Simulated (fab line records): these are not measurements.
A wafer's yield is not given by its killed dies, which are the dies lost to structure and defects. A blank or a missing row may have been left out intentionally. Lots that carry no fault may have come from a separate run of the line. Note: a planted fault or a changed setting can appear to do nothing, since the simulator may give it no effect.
fab line records -- flow n5_finfet
record lots=7, wafers=39
route steps=1938 shown WELL_APT@31 FIN_SAQP@102 DUMMY_GATE@214 HKMG_FIN@448 MOL_CONTACT_COAG@544 BEOL_M0@736 BEOL_M3@1002 BEOL_M4@1111
start_h: the number of hours between the record's first day and the start of the first shown wafer of the lot -- wait_h: time in hours since the lot's previous step -- " repeats the value in the row above -- L1.1+2: several wafers, shown together as one row -- - no value present, or no start provided -- * or withheld: withheld -- < > ~ a bound
route shown NAME@n: names a module that has steps shown in the file, with the first one's number in the route -- usual: mean and standard deviation over wafers with no fault -- same: alike in all rows -- chamber/n: place in a boat -- sites: readings site by site -- _std_site: the standard deviation of these -- _edge_site: mean of outer sites minus mean of inner sites -- radius_mm: how far each site lies from the wafer's centre -- mask NAME#n: copy n -- behind: the last tool/chamber to shape the wafer -- hold: the reason the lot was held/the length of the hold in hours/how it ended -- device: which transistor (n, p or np) failed to switch -- end of line: the tests these same wafers got at the end of their route -- a step with no rows: only its recipe -- killed: count of dies lost to structure and defects at first sort (not the wafer's yield) -- map: dies across one wafer; x = killed, . = not, _ = none there
set.NAME: the setting that was run; set.NAME@STEP: the one run at that earlier step -- model.NAME: the simulator's own value behind a step, which no gauge read
lots whose settings were changed on purpose; a table a step, a row a wafer
## steps
# step N5_WELL_APT_DESCUM_13
# recipe chemistry=O2, time_s=7.9, source_power_w=50, bias_power_w=20, pressure_mtorr=20, rf_frequency_hz=2.712e+07, temp_c=40, o2_flow_sccm=225
# step N5_FIN_SAQP_HM_DEP_72
# recipe material=SiO2, target_thk_a=120, temp_c=400, precursor=SiH4/N2O, pressure_torr=0.75, rf_w=275, time_s=7.2
# step N5_DUMMY_GATE_ALD_02
# recipe material=SiO2, target_thk_a=20, temp_c=300, ald_precursor_family=BDEAS, ald_co_reactant=O2-plasma, pulse_time_s=1, pressure_torr=2
# step N5_HKMG_FIN_NWFM_ALD_20
# recipe material=TiAlC, target_thk_a=20, temp_c=300, ald_precursor_family=TiCl4, ald_co_reactant=TEA, pulse_time_s=3, purge_time_s=2, co_reactant_purge_time_s=2, co_reactant_pulse_time_s=10, ald_cycles=7, pressure_torr=3
# step N5_MOL_CONTACT_COAG_ALD_20
# recipe material=TiN, target_thk_a=15, temp_c=400, ald_precursor_family=TiCl4, ald_co_reactant=NH3, pulse_time_s=1, purge_time_s=3, co_reactant_purge_time_s=2, co_reactant_pulse_time_s=2, ald_cycles=68, pressure_torr=3
# step N5_BEOL_M0_SPUTTER_132
# recipe material=Cu, target_thk_a=40, temp_c=-20, chamber_pressure_pa=0.07, power_w=withheld, time_s=7.37
# step N5_BEOL_M3_SPUTTER_88
# recipe material=Cu, target_thk_a=45, temp_c=-20, chamber_pressure_pa=0.07, power_w=withheld, time_s=8.29
# step N5_BEOL_M4_RC_MEAS_101
# usual ION_N=673/15, VT_N=250/4, VT_N_LONG=274.7/1.7, VT_N_LVT=99/3.8
lot.wafer,tool,chamber,start_h,wait_h,set.time_s@WELL_APT_DESCUM_13,set.target_thk_a@FIN_SAQP_HM_DEP_72,set.target_thk_a@DUMMY_GATE_ALD_02,set.ald_cycles@HKMG_FIN_NWFM_ALD_20,set.co_reactant_pulse_time_s@MOL_CONTACT_COAG_ALD_20,set.target_thk_a@BEOL_M0_SPUTTER_132,set.target_thk_a@BEOL_M3_SPUTTER_88,ION_N[uA/um],VT_N[mV],VT_N_LONG[mV],VT_N_LVT[mV]
L077.1,prober-02,0,185.75,0.0,9.72,120,20,7,1.05,40,70.27,691,243,270.5,94
L077.2,prober-02,0,185.75,0.0,7.9,120,20,7,2,40,45,695,243,272.9,93
L077.3,prober-02,0,185.75,0.0,9.72,120,20,8,1.05,40,45,726,227,255.0,77
L077.4,prober-02,0,185.75,0.0,7.9,120,13.46,8,1.05,40,70.27,704,232,253.6,82
L077.5,prober-02,0,185.75,0.0,9.72,120,13.46,7,2,40,45,693,244,272.5,94
L077.6,prober-02,0,185.75,0.0,7.9,120,13.46,8,2,40,70.27,741,224,258.0,76
L080.1,prober-01,0,199.92,0.0,7.9,120,20,3,2,40,35.81,408,370,394.5,218
L080.2,prober-01,0,199.92,0.0,7.9,53.12,11.99,3,2,40,45,408,371,396.6,217
L080.3,prober-01,0,199.92,0.0,7.9,120,20,7,2,40,35.81,697,244,275.6,91
L080.4,prober-01,0,199.92,0.0,7.9,53.12,11.99,7,1.055,40,45,657,252,274.7,98
L080.5,prober-01,0,199.92,0.0,7.9,120,11.99,7,1.055,40,35.81,671,247,274.7,94
L080.6,prober-01,0,199.92,0.0,7.9,53.12,20,3,1.055,40,45,403,374,393.2,218
L082.1,prober-01,0,216.05,0.0,6.284,174.4,13.64,8,2,40,59.19,711,232,257.5,82
L082.2,prober-01,0,216.05,0.0,6.284,120,20,7,1.295,56.39,59.19,667,250,276.0,98
L082.3,prober-01,0,216.05,0.0,6.284,174.4,13.64,7,2,56.39,45,673,252,277.9,98
L082.4,prober-01,0,216.05,0.0,7.9,174.4,20,8,1.295,40,45,705,236,258.2,85
L082.5,prober-01,0,216.05,0.0,7.9,120,20,7,2,40,45,674,250,278.3,97
L082.6,prober-01,0,216.05,0.0,7.9,120,13.64,8,1.295,56.39,59.19,704,234,260.2,82
L086.1,prober-02,0,237.10,0.0,7.9,120,20,7,1.053,40,45,673,253,273.7,103
L086.2,prober-02,0,237.10,0.0,3.5,54.12,20,9,1.053,40,63.31,758,219,238.6,68
L086.3,prober-02,0,237.10,0.0,7.9,54.12,20,9,1.053,31.51,63.31,722,223,240.8,73
L086.4,prober-02,0,237.10,0.0,3.5,120,20,9,2,40,45,754,217,239.3,67
L086.5,prober-02,0,237.10,0.0,3.5,54.12,20,7,2,31.51,45,662,253,273.1,102
L086.6,prober-02,0,237.10,0.0,7.9,120,20,7,2,31.51,63.31,673,250,273.0,102
L089.1,prober-01,0,266.62,0.0,7.9,120,20,7,2,40,45,677,251,274.2,97
L089.2,prober-01,0,266.62,0.0,7.9,120,20,7,2,40,45,682,247,274.0,95
L089.3,prober-01,0,266.62,0.0,7.9,120,20,7,2,40,45,667,250,273.7,97
L091.1,prober-02,0,276.94,0.0,9.363,120,26.77,7,2.759,56.72,45,651,248,275.5,99
L091.2,prober-02,0,276.94,0.0,7.9,120,20,7,2,56.72,45,686,245,275.8,98
L091.3,prober-02,0,276.94,0.0,7.9,120,26.77,4,2.759,40,45,504,325,357.5,174
L091.4,prober-02,0,276.94,0.0,7.9,169.6,20,4,2.759,40,45,506,330,355.7,180
L091.5,prober-02,0,276.94,0.0,9.363,169.6,20,4,2,56.72,45,494,329,353.0,180
L091.6,prober-02,0,276.94,0.0,9.363,169.6,26.77,7,2,40,45,678,243,273.0,95
L096.1,prober-01,0,319.88,0.0,4.007,49.88,20,11,2.726,40,45,813,187,215.0,37
L096.2,prober-01,0,319.88,0.0,4.007,49.88,20,7,2.726,40,60.04,670,247,275.9,96
L096.3,prober-01,0,319.88,0.0,4.007,120,20,7,2,40,60.04,663,249,276.5,98
L096.4,prober-01,0,319.88,0.0,7.9,120,20,7,2.726,40,45,684,248,271.7,96
L096.5,prober-01,0,319.88,0.0,7.9,49.88,20,11,2,40,60.04,785,196,219.9,43
L096.6,prober-01,0,319.88,0.0,7.9,120,20,11,2,40,45,807,193,217.1,41
## key
split step=N5_WELL_APT_DESCUM_13, setting=time_s, stated_as=7.9
response none clear
split step=N5_FIN_SAQP_HM_DEP_72, setting=target_thk_a, stated_as=120
response none clear
split step=N5_DUMMY_GATE_ALD_02, setting=target_thk_a, stated_as=20
response none clear
split step=N5_HKMG_FIN_NWFM_ALD_20, setting=ald_cycles, stated_as=7
response step=N5_BEOL_M4_RC_MEAS_101, reading=VT_N_LONG, slope=-1.57, per=1%, together_with=all, explained=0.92
response step=N5_BEOL_M4_RC_MEAS_101, reading=ION_N, slope=+3.54, per=1%, together_with=all, explained=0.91
response step=N5_BEOL_M4_RC_MEAS_101, reading=VT_N_LVT, slope=-1.6, per=1%, together_with=all, explained=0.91
response step=N5_BEOL_M4_RC_MEAS_101, reading=VT_N, slope=-1.62, per=1%, together_with=all, explained=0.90
split step=N5_MOL_CONTACT_COAG_ALD_20, setting=co_reactant_pulse_time_s, stated_as=2
response none clear
split step=N5_BEOL_M0_SPUTTER_132, setting=target_thk_a, stated_as=40
response none clear
split step=N5_BEOL_M3_SPUTTER_88, setting=target_thk_a, stated_as=45
response none clear
